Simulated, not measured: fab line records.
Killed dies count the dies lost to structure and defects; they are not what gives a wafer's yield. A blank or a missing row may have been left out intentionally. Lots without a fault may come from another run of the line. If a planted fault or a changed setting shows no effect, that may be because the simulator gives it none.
A struck lot beside a sound one | flow n5 finfet | 33 steps out of a route of 1938
Sound: the wafers L628.1, L628.4, L628.5. The struck wafers were L629.1, L629.2, L629.4. At the end, the cause is stated.
Order at every step that has rows: each side's tool, ch and its chambers, its first start. Under that, the readings that differ: sound wafers | struck wafers | difference of the means | sigmas: that difference in standard deviations of wafers without a fault.
alike: readings with means less than 2 such deviations apart, plus words and numbers identical on both sides. not compared: withheld readings, readings lacking a value on some wafer, bounds such as >300 that could conceal the same value, and numbers that have no deviation in the record and whose values overlap.
The two part at a step that has a row with sigmas, a row that says differs or no value, or rows on one side only. Non-overlapping numbers with no deviation appear without sigmas and do not part them. Lack of a reading on every wafer of one side parts them only where that side has two or more wafers.

first, 9 steps without rows for these wafers: N5_SD_EPI_P_COAT_35 (time 60 s, resist thk 35 nm); N5_SD_EPI_P_COAT_03 (resist thk 150 nm); N5_SD_EPI_P_EBR_05; N5_SD_EPI_P_SOFTBAKE_04 (time 60 s); N5_SD_EPI_P_EXPOSE_06 (exposes mask SD P BLK, target cd 240 nm); N5_SD_EPI_P_PEB_07 (peb time 60 s); N5_SD_EPI_P_DEVELOP_08 (develop time 30 s); N5_SD_EPI_P_DESCUM_14 (chemistry O2, time 7.9 s); N5_SD_EPI_P_ETCH_36 (etches SiARC in CF4, target depth 45.5 nm, time 75.8 s).
N5_SD_EPI_P_ETCH_37: etches SOC in N2/H2, overetch 108 nm, time 486 s.
  sound on rie diel-03 ch 0,2, day 7 11:01; struck on rie diel-06 ch 0,2,3, day 7 18:23
  alike: drypump motor current A, h2 flow sccm, oes product au, rf vpp V, showerhead plenum p Torr, throttle valve pct
  not compared: rf hours counter h
then, 19 steps without rows for these wafers: N5_SD_EPI_P_STRIP_38 (strips in N2/H2); N5_SD_EPI_P_ETCHBACK_46 (etches SiNx in CH3F/O2, stops on SiO2, target depth 17.5 nm); N5_SD_EPI_P_ETCH_47 (etches SiOCN in CH3F/O2, target depth 25 nm); N5_SD_EPI_P_ETCH_16 (etches SiO2 in CHF3/O2, target depth 5 nm); N5_SD_EPI_P_STRIP_50 (strips in CHF3/O2); N5_SD_EPI_P_SD_RECESS_17 (chemistry HBr/Cl2/O2, target depth 39.1 nm, bt time 3 s); N5_SD_EPI_P_WET_ETCH_45 (etches SiO2 in dHF, time 10.7 s, target depth 2 nm, rinse time 30 s); N5_SD_EPI_P_STRIP_40 (strips in N2/H2); N5_SD_EPI_P_PRECLEAN_52 (cleans in O3/DIW, time 60 s); N5_SD_EPI_P_SRD_20 (time 30 s); N5_SD_EPI_P_PRECLEAN_51 (cleans in NF3:NH3, afs cycles 1, time 20 s, sublimation time 60 s); N5_SD_EPI_P_VAPOR_ETCH_44 (etches SiGe30 in NF3/Ar, time 3.3 s); N5_SD_EPI_P_EPI_21 (deposits SiGe:B, time 355 s); N5_SD_EPI_P_HM_STRIP_48 (strips SiNx in H3PO4, material SiNx, target depth 3 nm); N5_SD_EPI_P_SRD_49 (time 30 s); N5_SD_EPI_P_PRECLEAN_24 (cleans in O3/DIW, time 45 s); N5_SD_EPI_P_PRECLEAN_32 (cleans in dHF, time 10 s); N5_SD_EPI_P_PRECLEAN_33 (cleans in SC2, time 45 s); N5_SD_EPI_P_SRD_25 (time 30 s).
N5_SD_EPI_P_INSPECT_26: inspects for defects (darkfield).
  struck on defect inspect-01, day 7 22:52; sound on defect inspect-02, day 7 14:40
  reading          | sound       | struck      | difference | sigmas
  raw defect count | 117 157 146 | 481 452 491 | +335       | +12
then, 1 step without rows for these wafers: N5_SD_ACTIVATION_RTA_00 (time 0 s).
-- a jump in the record: the struck wafers' starts before and after are 5 days apart (it breaks off in module SD_ACTIVATION and resumes in module BEOL_M4, where the first step shown is number 1111 of the route) --
N5_BEOL_M4_RC_MEAS_101:
  sound on prober-02 ch 0, day 12 10:34; struck on prober-01 ch 0, day 13 03:34
  alike: DIBL_N, DIBL_P, IOFF_N, IOFF_P, ION_N, ION_P, SS_N, SS_P, VT_N, VT_P
-- record jumps: 4 days separate the struck wafers' starts on either side; left off in module BEOL_M4, taken up again in module PASSIVATION, whose first shown step is the route's number 1936 --
N5_PASSIVATION_PROBE_49:
  only the struck wafers here have rows in the record (prober-02, day 17 04:11); the sound ones have none

## WHERE THEY PART
First at N5_SD_EPI_P_INSPECT_26; last, within this record, at N5_PASSIVATION_PROBE_49.

WHY: what had been put in by the simulator
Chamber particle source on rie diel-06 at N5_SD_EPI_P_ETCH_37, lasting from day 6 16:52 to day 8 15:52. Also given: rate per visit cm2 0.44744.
